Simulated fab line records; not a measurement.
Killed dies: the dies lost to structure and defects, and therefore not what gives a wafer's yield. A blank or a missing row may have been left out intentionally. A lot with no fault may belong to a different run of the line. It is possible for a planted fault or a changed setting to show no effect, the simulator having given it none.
8D (eight disciplines) problem report, filled in by code	flow n5 finfet	the parts of the form that need people (team, actions taken, sign-off) are left out

== 1. WHAT WENT WRONG ==
Wafers without a fault read 202.3 nm, standard deviation 0.8; cd nm at N5_HKMG_FIN_CD_MEAS_49 reads a mean of 207.1 nm on 2 wafers belonging to 2 lots. That puts it +6.0 standard deviations away from the usual mean.
The step: target cd 202 nm.
Earliest sighting: wafer L914.5 on cd sem-03 at day 6 21:58. The record holds 16 wafers of 6 lots with a number at this step. By rule, "out" or "out of limits" means more than 4 standard deviations away from the usual mean. Any other wafer with a number is counted as sound.

== 2. WHAT THIS IS AND IS NOT ==
question	is	is not
which readings at this step	cd nm	-
which lots	L914, L916	L905, L908, L920, L921
which wafers of those lots	L914.5, L916.2	L914.1, L916.3
read on which gauges	cd sem-03	cd sem-01, cd sem-02
when	from day 6 21:58	up to then (7 sound wafers); but 7 sound wafers of L916, L920, L921 came after

== 3. SUSPECTS, AND WHAT RULES EACH OUT ==
Counting: any tool at a process step up to the reading remains a suspect provided it ran every lot that is out. Sound lots after the first of them don't rule it out here, since some wafers of a struck lot are sound.
- the gauge at N5_HKMG_FIN_CD_MEAS_49: kept. All the wafers that are out were read on cd sem-03, and no step on other tools shows them out.
- litho track-03 at N5_HKMG_FIN_PEB_47 (peb time 60 s): kept. It ran every lot that is out, first L914 (day 6 21:54); its last sound lot up to then is L905 (day 4 10:36).
The count leaves cd sem-03 at N5_HKMG_FIN_CD_MEAS_49 and litho track-03 at N5_HKMG_FIN_PEB_47.

== 4. THE CAUSE (what the simulator had put in) ==
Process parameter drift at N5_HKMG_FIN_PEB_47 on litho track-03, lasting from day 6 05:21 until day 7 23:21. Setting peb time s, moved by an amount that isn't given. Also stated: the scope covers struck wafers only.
This tool is one of the 2 suspects left after counting.

== 5. THE CHAIN OF EFFECTS, in route order ==
Each row: a reading where the mean over the struck wafers with a number is more than 3 standard deviations away from the usual. Only readings for which the record gives a usual standard deviation are gone through. hours: the time from each lot's start at the first step in this table that gives one to its start at this step, as a median over the lots. sigmas: the change in usual standard deviations.
hours	step	reading	usual	on struck wafers	change	sigmas
0	N5_HKMG_FIN_CD_MEAS_49	cd nm	202.3 nm	207.1	+4.8	+6.0
At these later measuring or inspecting steps, every struck wafer for which the step has a row has a number for every such reading, and none has moved that far: N5_HKMG_FIN_OVL_MEAS_50, N5_BEOL_M4_RC_MEAS_101.

== 6. WHAT WOULD HAVE CAUGHT IT SOONER ==
Counted from the fault's start at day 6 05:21, it took 17 hours until the first out-of-limits reading at a measuring or inspecting step in this record, taken at day 6 21:58.
Lots out: 2; of these, L916 started N5_HKMG_FIN_PEB_47 on litho track-03 after day 6 21:58. Had the tool been put on hold then, it would have been spared.
